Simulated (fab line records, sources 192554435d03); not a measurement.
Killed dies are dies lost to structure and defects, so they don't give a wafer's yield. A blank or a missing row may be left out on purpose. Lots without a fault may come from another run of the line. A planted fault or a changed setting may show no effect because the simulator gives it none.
fab line records | flow n5_finfet
record lots=10 wafers=30 last_day=19
route steps=1938 shown BEOL_M1@823 BEOL_M2@845 BEOL_M4@1111
lots that met no fault: from a run of the same line without faults
start_h: hours from the record's first day to the start of the lot's first wafer shown | wait_h: hours since the lot's step before | " the same as in the row above | L1.1+2: a row that stands for several wafers | - no value, or no start given | * or withheld: withheld | < > ~ a bound
route shown NAME@n: a module of which the file shows steps, and the number in the route of the first | usual: mean/standard deviation of fault-free wafers | same: alike in all rows | chamber/n: place in a boat | sites: the reading at each site | _std_site: their standard deviation | _edge_site: outer sites' mean less inner sites' | radius_mm: how far each site lies from the wafer's centre | mask NAME#n: copy n | behind: the tool/chamber that last shaped the wafer | hold: why the lot was held/for how many hours/how that ended | device: the transistor (n, p or np) that didn't switch | end of line: the same wafers' tests at the end of the route | a step without rows: its recipe alone | killed: dies lost to structure and defects at the first sort, not the wafer's yield | map: a wafer's dies, x killed, . not, _ none there
set.NAME: the setting as run; set.NAME@STEP: as run at that earlier step | model.NAME: the simulator's own value behind a step, which no gauge read
steps of the route over a sample of lots; a table a step, a row a wafer
services: from which hour (start_h, from the record's first day; less than 0 if before it) a tool's chamber was out of use, for how many hours, and why
## steps
# step N5_BEOL_M1_ANNEAL_89
# recipe temp_c=400 time_s=240 ambient=vacuum
# usual heater_power_w=848/85
# columns lot.wafer tool chamber start_h wait_h heater_power_w
L792.2 pvd_sputter-01 - 154.00 0.0 867
L792.4 " - " " 705
L792.5 " - " " 848
L797.1 pvd_sputter-03 - 178.13 0.0 946
L797.3 " - " " 789
L797.6 " - " " 936
L798.3 pvd_sputter-03 - 179.97 0.0 789
L798.5 " - " " 961
L798.6 " - " " 932
L799.3 pvd_sputter-02 - 186.43 0.0 901
L799.5 " - " " 1024
L799.6 " - " " 872
L801.1 pvd_sputter-01 - 192.28 0.0 891
L801.4 " - " " 831
L801.5 " - " " 723
L803.2 pvd_sputter-03 - 203.97 0.0 781
L803.5 " - " " 715
L803.6 " - " " 938
L804.4 pvd_sputter-02 - 215.16 0.0 922
L804.5 " - " " 891
L804.6 " - " " 868
L805.2 pvd_sputter-01 - 216.19 0.0 887
L805.3 " - " " 715
L805.4 " - " " 831
L813.2 pvd_sputter-01 - 259.38 0.0 872
L813.3 " - " " 848
L813.6 " - " " 723
L814.3 pvd_sputter-02 - 267.96 0.0 1010
L814.4 " - " " 761
L814.5 " - " " 1026
# step N5_BEOL_M1_SPUTTER_96
# recipe material=Cu target_thk_a=45 temp_c=-20 chamber_pressure_pa=0.07 power_w=withheld time_s=8.29
# usual throttle_valve_pct=30.2/0.97
# columns lot.wafer tool chamber start_h wait_h throttle_valve_pct
L792.2 pvd_sputter-01 - 154.80 0.1 30.3
L792.4 " - " " 30.4
L792.5 " - " " 28.3
L797.1 pvd_sputter-03 - 178.93 0.1 29.7
L797.3 " - " " 31.6
L797.6 " - " " 30.0
L798.3 pvd_sputter-03 - 180.77 0.1 31.5
L798.5 " - " " 29.6
L798.6 " - " " 30.3
L799.3 pvd_sputter-02 - 187.23 0.1 31.9
L799.5 " - " " 30.3
L799.6 " - " " 30.0
L801.1 pvd_sputter-01 - 193.08 0.1 30.9
L801.4 " - " " 30.2
L801.5 " - " " 30.1
L803.2 pvd_sputter-03 - 204.77 0.1 31.8
L803.5 " - " " 31.4
L803.6 " - " " 29.5
L804.4 pvd_sputter-02 - 215.96 0.1 31.4
L804.5 " - " " 31.9
L804.6 " - " " 30.0
L805.2 pvd_sputter-01 - 216.99 0.1 30.6
L805.3 " - " " 30.2
L805.4 " - " " 30.1
L813.2 pvd_sputter-01 - 260.18 0.1 30.6
L813.3 " - " " 27.8
L813.6 " - " " 30.3
L814.3 pvd_sputter-02 - 268.76 0.1 30.3
L814.4 " - " " 29.5
L814.5 " - " " 30.0
# step N5_BEOL_M1_CMP_52
# recipe stop_on=SiOC t_overpolish_s=6.8 down_force_psi=1 platen_rpm=50 clearing_platen_down_force_psi=1.5 clearing_platen_rpm=50 post_cmp_clean=cu_alkaline target_thk_nm=40 clearing_platen_pad_velocity_m_s=0.99484 pad_velocity_m_s=0.99484
# usual barrier_field_endpoint_s=24.8/0.65 motor_current_A=6.3/0.57 overpolish_run_s=6.800/0.01 platen_rpm=50.00/0.036 slurry_filter_dp_kPa=13.50/0.13 slurry_flow_ml_min=150.1/0.52 time_to_endpoint_s=61.1/2.5
# columns lot.wafer tool chamber start_h wait_h barrier_field_endpoint_s motor_current_A overpolish_run_s platen_rpm slurry_filter_dp_kPa slurry_flow_ml_min time_to_endpoint_s
L792.2 cmp-03 1 155.29 0.2 24.4 5.7 6.806 50.01 13.50 150.1 61.0
L792.4 " 3 " " 25.0 6.3 6.796 49.96 13.53 149.8 59.4
L792.5 " 1 " " 24.3 5.8 6.806 49.99 13.55 150.0 58.6
L797.3 cmp-03 3 179.42 0.2 25.1 6.0 6.813 50.03 13.76 149.6 63.2
L797.1 " 1 " " 24.9 5.5 6.814 50.02 13.48 150.1 60.9
L797.6 " 3 " " 24.7 6.0 6.780 50.08 13.38 149.2 60.7
L798.3 cmp-02 3 181.34 0.2 24.3 7.2 6.802 49.99 13.45 149.4 58.7
L798.5 " 1 " " 25.1 5.8 6.805 50.01 13.49 150.2 61.0
L798.6 " 2 " " 25.1 6.1 6.799 49.97 13.41 150.4 58.8
L799.3 cmp-02 1 187.77 0.2 24.7 5.7 6.792 49.98 13.74 150.0 61.9
L799.5 " 0 " " 25.4 6.5 6.804 49.99 13.25 150.2 61.2
L799.6 " 1 " " 25.5 6.7 6.806 49.99 13.68 149.9 61.6
L801.4 cmp-02 2 193.57 0.1 24.6 6.0 6.823 50.07 13.30 150.5 56.4
L801.1 " 0 " " 24.8 6.9 6.804 49.98 13.55 149.4 58.7
L801.5 " 3 " " 24.8 7.2 6.823 50.10 13.56 150.1 55.7
L803.2 cmp-01 2 205.37 0.3 24.9 5.0 6.807 50.02 13.49 151.1 62.5
L803.5 " 3 " " 25.7 6.8 6.802 49.97 13.59 149.8 64.6
L803.6 " 0 " " 26.0 7.0 6.797 49.98 13.47 149.8 68.4
L804.4 cmp-03 2 216.76 0.2 23.7 6.7 6.789 50.00 13.48 150.8 59.8
L804.5 " 1 " " 24.1 5.4 6.814 50.01 13.62 150.1 59.5
L804.6 " 2 " " 24.6 6.4 6.789 49.99 13.53 149.4 59.6
L805.4 cmp-03 0 217.76 0.2 26.8 6.6 6.812 50.02 13.53 150.2 67.0
L805.3 " 2 " " 25.1 6.1 6.784 49.98 13.47 149.7 60.0
L805.2 " 3 " " 26.0 5.9 6.800 49.93 13.40 150.2 63.6
L813.2 cmp-02 2 260.68 0.2 24.0 6.3 6.805 49.99 13.68 150.3 58.8
L813.3 " 0 " " 24.5 6.3 6.795 50.01 13.45 150.7 58.7
L813.6 " 2 " " 24.6 6.4 6.805 50.01 13.29 150.0 58.2
L814.4 cmp-03 2 269.49 0.4 24.9 6.2 6.798 50.03 13.38 149.9 60.5
L814.3 " 0 " " 25.0 6.7 6.798 50.04 13.48 149.8 62.3
L814.5 " 2 " " 24.6 6.6 6.811 49.99 13.53 149.6 59.1
# step N5_BEOL_M2_COAT_61
# recipe resist=SOC temp_c=250 time_s=60 spin_rpm=1500 resist_thk_nm=60
# usual plate_temp_C=249.98/0.15 run_length_s=66.36/0.24
# columns lot.wafer tool chamber start_h wait_h plate_temp_C run_length_s
L792.2 litho_track-05 0 156.51 0.1 249.92 66.06
L792.4 " 0 " " 250.06 66.31
L792.5 " 0 " " 249.96 66.18
L797.1 litho_track-05 0 180.93 0.1 250.12 66.31
L797.3 " 0 " " 250.06 66.17
L797.6 " 0 " " 249.89 66.07
L798.3 litho_track-05 0 182.17 0.1 249.89 66.25
L798.5 " 0 " " 250.12 66.28
L798.6 " 0 " " 250.32 66.25
L799.3 litho_track-01 0 188.99 0.1 250.04 66.24
L799.5 " 0 " " 249.76 66.21
L799.6 " 0 " " 249.97 66.26
L801.1 litho_track-01 0 195.23 0.1 250.05 66.15
L801.4 " 0 " " 250.07 66.05
L801.5 " 0 " " 250.14 66.29
L803.2 litho_track-01 0 206.73 0.1 249.93 70.06
L803.5 " 0 " " 249.68 66.07
L803.6 " 0 " " 249.92 69.66
L804.4 litho_track-01 0 218.70 0.1 250.07 66.09
L804.5 " 0 " " 250.39 66.14
L804.6 " 0 " " 249.98 69.79
L805.2 litho_track-01 0 219.30 0.1 249.95 69.64
L805.3 " 0 " " 250.03 66.24
L805.4 " 0 " " 250.20 66.40
L813.2 litho_track-02 0 261.67 0.1 249.90 66.72
L813.3 " 0 " " 249.94 66.58
L813.6 " 0 " " 250.12 66.73
L814.3 litho_track-05 0 270.54 0.1 249.92 66.14
L814.4 " 0 " " 249.74 66.30
L814.5 " 0 " " 249.53 66.16
# step N5_BEOL_M4_RC_MEAS_101
# usual DIBL_N=36.6/1.9 DIBL_P=36.7/2.2 IOFF_N=0.16/0.035 IOFF_P=0.22/0.038 ION_N=672/14 ION_P=462/8.3 SS_N=71.6/0.65 SS_P=73.5/0.72 VT_N=250/3.5 VT_P=-250/3.1
# columns lot.wafer tool chamber start_h wait_h DIBL_N[mV/V] DIBL_P[mV/V] IOFF_N[nA/um] IOFF_P[nA/um] ION_N[uA/um] ION_P[uA/um] SS_N[mV/dec] SS_P[mV/dec] VT_N[mV] VT_P[mV]
L792.2 prober-02 0 202.64 0.2 37.8 36.2 0.15 0.21 666 459 71.6 72.7 250 -249
L792.4 " 0 " " 42.0 40.1 0.27 0.27 682 458 73.9 74.7 245 -249
L792.5 " 0 " " 34.8 33.9 0.13 0.18 680 468 71.1 72.6 252 -251
L797.1 prober-02 0 226.45 0.0 35.9 36.8 0.17 0.24 691 476 71.0 73.7 249 -249
L797.3 " 0 " " 37.2 37.1 0.17 0.22 664 455 72.0 74.0 251 -249
L797.6 " 0 " " 36.9 37.2 0.16 0.23 670 462 72.5 74.4 252 -249
L798.3 prober-01 0 237.16 0.3 35.9 35.8 0.14 0.16 675 454 71.9 73.2 254 -256
L798.5 " 0 " " 37.0 38.1 0.17 0.21 661 455 71.1 74.0 250 -252
L798.6 " 0 " " 38.1 38.4 0.18 0.22 685 465 72.2 74.1 250 -254
L799.3 prober-01 0 238.77 0.3 36.2 36.5 0.14 0.21 674 459 71.4 73.3 256 -252
L799.5 " 0 " " 36.9 37.1 0.16 0.23 673 467 71.7 74.2 251 -245
L799.6 " 0 " " 35.3 35.5 0.13 0.20 674 465 71.0 73.5 251 -250
L801.1 prober-02 0 257.28 0.0 34.1 33.4 0.13 0.17 650 448 71.7 72.8 254 -253
L801.4 " 0 " " 33.8 32.8 0.12 0.16 656 454 71.4 72.9 256 -253
L801.5 " 0 " " 33.7 32.6 0.12 0.16 642 439 71.3 72.9 258 -251
L803.2 prober-01 0 257.68 0.2 39.4 38.3 0.19 0.29 660 458 72.1 74.2 249 -245
L803.5 " 0 " " 37.4 34.6 0.15 0.22 660 462 71.8 73.2 252 -248
L803.6 " 0 " " 37.5 36.3 0.16 0.26 674 468 72.5 73.5 251 -248
L804.4 prober-01 0 272.38 0.5 35.5 35.2 0.13 0.18 650 451 71.8 73.1 252 -251
L804.5 " 0 " " 33.3 32.9 0.11 0.16 656 459 70.9 72.7 254 -254
L804.6 " 0 " " 35.3 34.6 0.14 0.18 665 452 71.5 73.1 253 -251
L805.2 prober-02 0 279.73 0.2 34.9 35.8 0.13 0.18 671 456 72.0 73.1 253 -253
L805.3 " 0 " " 36.9 37.6 0.18 0.22 673 454 72.6 73.7 250 -250
L805.4 " 0 " " 36.8 38.6 0.17 0.24 672 463 71.8 73.5 249 -248
L813.2 prober-02 0 319.81 0.2 38.0 37.2 0.19 0.26 699 472 71.8 73.5 249 -244
L813.3 " 0 " " 39.0 39.1 0.23 0.31 682 467 71.8 74.1 245 -244
L813.6 " 0 " " 37.8 36.6 0.18 0.25 674 463 72.4 73.6 248 -245
L814.3 prober-01 0 328.16 0.3 37.0 38.4 0.17 0.22 674 467 71.4 73.3 251 -250
L814.4 " 0 " " 36.8 38.0 0.17 0.24 676 459 72.2 74.1 248 -248
L814.5 " 0 " " 38.7 39.6 0.20 0.26 694 470 72.2 73.6 249 -248
## services
# columns tool chamber start_h hours kind
pvd_sputter-02 - 134.88 5.2 repair
pvd_sputter-03 - 139.96 3.3 repair
cmp-01 - 145.28 7.5 pm
cmp-01 - 164.61 0.9 repair
cmp-01 - 167.81 0.7 repair
pvd_sputter-02 - 168.67 3.0 repair
cmp-02 - 194.05 4.0 pm
cmp-02 - 198.05 - consumable_replace:conditioner
cmp-02 - 198.05 - consumable_replace:pad
cmp-03 - 200.62 13.4 pm
litho_track-02 - 204.27 - consumable_replace:filter
litho_track-05 - 228.58 - consumable_replace:filter
cmp-03 - 237.49 1.0 repair
cmp-01 - 239.06 4.0 pm
cmp-03 - 240.40 3.9 pm
cmp-01 - 243.06 - consumable_replace:conditioner
cmp-01 - 243.06 - consumable_replace:pad
cmp-01 - 248.53 5.0 repair
cmp-03 - 250.66 1.3 repair
cmp-01 - 263.05 14.3 pm
## key
first_sign step=N5_BEOL_M2_COAT_61 reading=run_length_s direction=up sigmas=14 usual=* struck=*
effect none on later readings
met_at N5_BEOL_M2_COAT_61
struck_lots L803,L804,L805
struck_wafers L803.2,L803.6,L804.6,L805.2
not_acting_at N5_BEOL_M1_ANNEAL_89,N5_BEOL_M1_SPUTTER_96,N5_BEOL_M1_CMP_52
onset_between 195.23 206.73
fault kind=process_parameter_drift tool=litho_track-01 chamber=- onset_h=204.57 steps=N5_BEOL_M2_COAT_61 channel=time_s offset=* shape=step end_h=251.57 scope=struck_wafers_only acts_in=* stated=*
